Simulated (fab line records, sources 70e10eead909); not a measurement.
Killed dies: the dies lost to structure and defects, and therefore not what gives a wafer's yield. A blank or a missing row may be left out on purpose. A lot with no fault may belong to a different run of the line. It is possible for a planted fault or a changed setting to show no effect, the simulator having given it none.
Which tool did it? ; flow nand_harc ; 6 lots, 18 wafers sampled, at 5 steps of a route of 1302

WHAT THE GAUGES SHOWED, per wafer
NHARC_END_SORT_01.
lot;measured;on;killed_at_array
L511;day 29 00:13;prober-01;81 69 126

TOOL THAT RAN EACH LOT (tool first, then ch and the chambers of the sampled wafers, then the start)
lot;NHARC_A_STAIRCASE_ETCHBACK_422;NHARC_A_SGD_CUT_DEP_20;NHARC_A_SLIT_ETCH_26;NHARC_A_SLIT_ETCH_29
L505;rie_diel-04 ch 0,1,2, day 20 16:21;fcvd-01 ch 0,1, day 20 19:35;har_etch-01 ch 0,1, day 21 15:08;rie_diel-01 ch 1,2,3, day 21 15:59
L507;rie_diel-08 ch 0,1,3, day 21 09:40;fcvd-01 ch 0,1, day 21 13:14;har_etch-01 ch 0,1, day 22 07:54;rie_diel-09 ch 0,1,3, day 22 08:47
L511;rie_diel-08 ch 0,1, day 23 11:49;fcvd-01 ch 0,1, day 23 15:28;har_etch-02 ch 0,1, day 24 09:50;rie_diel-09 ch 0,1,2, day 24 10:43
L518;rie_diel-07 ch 1,2,3, day 25 15:43;fcvd-02 ch 0,1, day 25 19:19;har_etch-01 ch 0,1, day 26 11:34;rie_diel-09 ch 0,2,3, day 26 12:28
L521;rie_diel-04 ch 0,1,3, day 27 16:56;fcvd-02 ch 0,1, day 27 20:55;har_etch-02 ch 0,1, day 28 15:14;rie_diel-03 ch 1,2, day 28 16:06
L523;rie_diel-07 ch 0,1, day 28 23:59;fcvd-02 ch 0,1, day 29 03:24;har_etch-01 ch 0,1, day 29 18:56;rie_diel-03 ch 0,1,3, day 29 19:46
- NHARC_A_STAIRCASE_ETCHBACK_422: etches the open film in CH3F/O2, target depth 40 nm, time 74.286 s.
- NHARC_A_SGD_CUT_DEP_20: deposits SiO2, target thk 150 nm.
- NHARC_A_SLIT_ETCH_26: etches the open film in C4F8/O2/Ar, time 90 s, target depth 400 nm.
- NHARC_A_SLIT_ETCH_29: etches the open film in CF4/O2, target depth 100 nm, overetch 10 nm, time 55 s.

THE ANSWER, worked out from the rows above alone
Rule: the lots themselves supply what counts as usual. Put in order of their means at a reading, lots are off if they are a third of the lots or fewer, leave a main group of 4 or more, and stand apart from it by a gap of 3 or more times the standard deviation of the main group's means; of several such gaps the widest counts. A main group is skipped when, at the precision printed for the reading in the tables above, its means are all equal. A lot without any number at a reading at which 4 lots or more have one is off too. Any other lot the step has rows for is counted as sound.
Nothing can be told from this: no lot is off at any reading shown.

WHAT THE SIMULATOR HAD INSERTED
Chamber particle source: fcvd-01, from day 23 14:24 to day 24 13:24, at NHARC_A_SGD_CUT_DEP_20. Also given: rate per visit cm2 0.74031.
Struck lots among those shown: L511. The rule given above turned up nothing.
